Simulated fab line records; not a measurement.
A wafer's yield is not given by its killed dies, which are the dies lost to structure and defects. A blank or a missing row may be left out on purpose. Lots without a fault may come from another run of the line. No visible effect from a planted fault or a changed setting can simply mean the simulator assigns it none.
A lot that was struck, set against a sound lot    flow nandHarc    14 out of 1159 route steps
Sound: these wafers, L610.3, L610.4, L610.5. Wafers L604.3, L604.4, L604.5 were the ones struck. At the end, the cause is stated.
For every step that has rows: the tool of each side, followed by ch and its chambers, followed by its first start. Under that, the readings that differ: sound wafers    struck wafers    difference of the means    sigmas: that difference in standard deviations of wafers without a fault.
alike: readings with means less than 2 such deviations apart, plus words and numbers identical on both sides. not compared: withheld readings, readings lacking a value on some wafer, bounds such as >300 that could conceal the same value, and numbers that have no deviation in the record and whose values overlap.
A row with sigmas, a row that says differs or no value, or rows on one side alone: a step with any of these is where the two part. Numbers that don't overlap but have no deviation are shown without sigmas and don't part them. A reading that every wafer of one side lacks parts them only if that side has two wafers or more.

NHARC_A_WL_FILL_STRIP_27: strips in N2/H2, time 20 s.
  sound on plasmaAsher-02 ch 0,1, day 19 07:58; struck on plasmaAsher-01 ch 0,1, day 18 17:53
reading           sound           struck  difference                     sigmas
rfReflPowerW (W)  19.1 20.2 20.1  - - -   no value on the struck wafers  
  alike: drypumpMotorCurrentA, heaterPowerW
  not compared: rfHoursCounterH
then, 4 steps without rows for these wafers: NHARC_A_WL_FILL_STRIP_28 (strips in post etch residue remover, time 1200 s); NHARC_A_WL_FILL_PRECLEAN_06 (cleans in DIW, time 300 s); NHARC_A_WL_FILL_SRD_07; NHARC_A_WL_FILL_ANNEAL_08 (time 1800 s).
NHARC_A_WL_FILL_ALD_10: deposits SiO2, target thk 50 nm, pulse time 10 s, ald cycles 500.
  sound on aldHk-04 ch 0,1,2, day 19 10:52; struck on aldHk-02 ch 0,1,2, day 19 01:51
  alike: heaterPowerW, precursorPulseHeightRel
then, 1 step without rows for these wafers: NHARC_A_WL_FILL_ETCHBACK_16 (etches the open film in C4F8/O2/Ar, target depth 88 nm, time 17.6 s).
NHARC_A_WL_FILL_STRIP_29: strips in O2, time 20 s.
  sound on rieDiel-06 ch 1,2, day 19 15:07; struck on rieDiel-06 ch 0,2,3, day 19 05:33
reading              sound              struck             difference  sigmas
oesProductAu (a.u.)  1.027 1.010 1.035  0.965 1.017 0.999  -0.030      -2
  alike: drypumpMotorCurrentA, rfVppV, showerheadPlenumPTorr, throttleValvePct
  not compared: rfHoursCounterH
NHARC_A_WL_FILL_ETCHBACK_17: etches the open film in Cl2/BCl3, target depth 4 nm, time 26.7 s.
  sound on rieMetal-02 ch 0,1, day 19 15:14; struck on rieMetal-03 ch 0,1, day 19 05:41
  alike: drypumpMotorCurrentA, oesProductAu
  not compared: rfHoursCounterH
then, 2 steps without rows for these wafers: NHARC_A_WL_FILL_PRECLEAN_18 (cleans in dHF, time 30 s); NHARC_A_WL_FILL_SRD_21.
NHARC_A_WL_FILL_CVD_23: deposits poly-Si, target thk 40 nm, time 800 s.
  sound on lpcvdPoly-02 ch 0, day 19 17:39; struck on lpcvdPoly-02 ch 0, day 20 14:03
NHARC_A_WL_FILL_ETCHBACK_26: etches the open film in HBr, target depth 52 nm, time 13.3 s.
  sound on rieSi-02 ch 2,3, day 19 20:13; struck on rieSi-02 ch 1,2, day 20 16:41
  alike: drypumpMotorCurrentA, oesProductAu, throttleValvePct
  not compared: rfHoursCounterH
-- jump in the record: it breaks off in module A_WL_FILL and resumes in module END (first step shown: number 1159 of the route), and 4 days separate the struck wafers' starts before and after --
NHARC_END_SORT_01:
  sound on prober-02 ch 0, day 24 11:14; struck on prober-01 ch 0, day 24 05:41
  alike: killedAtArray, killedAtOther, killedAtPeriphery, killedDies, killedOpen, killedShort

WHERE THEY PART
Earliest at NHARC_A_WL_FILL_STRIP_27; latest, in this record, at NHARC_A_WL_FILL_STRIP_29. Later steps at which nothing parts them and some readings are alike: NHARC_A_WL_FILL_ETCHBACK_17, NHARC_A_WL_FILL_ETCHBACK_26, NHARC_END_SORT_01.

WHY: what had been put in by the simulator
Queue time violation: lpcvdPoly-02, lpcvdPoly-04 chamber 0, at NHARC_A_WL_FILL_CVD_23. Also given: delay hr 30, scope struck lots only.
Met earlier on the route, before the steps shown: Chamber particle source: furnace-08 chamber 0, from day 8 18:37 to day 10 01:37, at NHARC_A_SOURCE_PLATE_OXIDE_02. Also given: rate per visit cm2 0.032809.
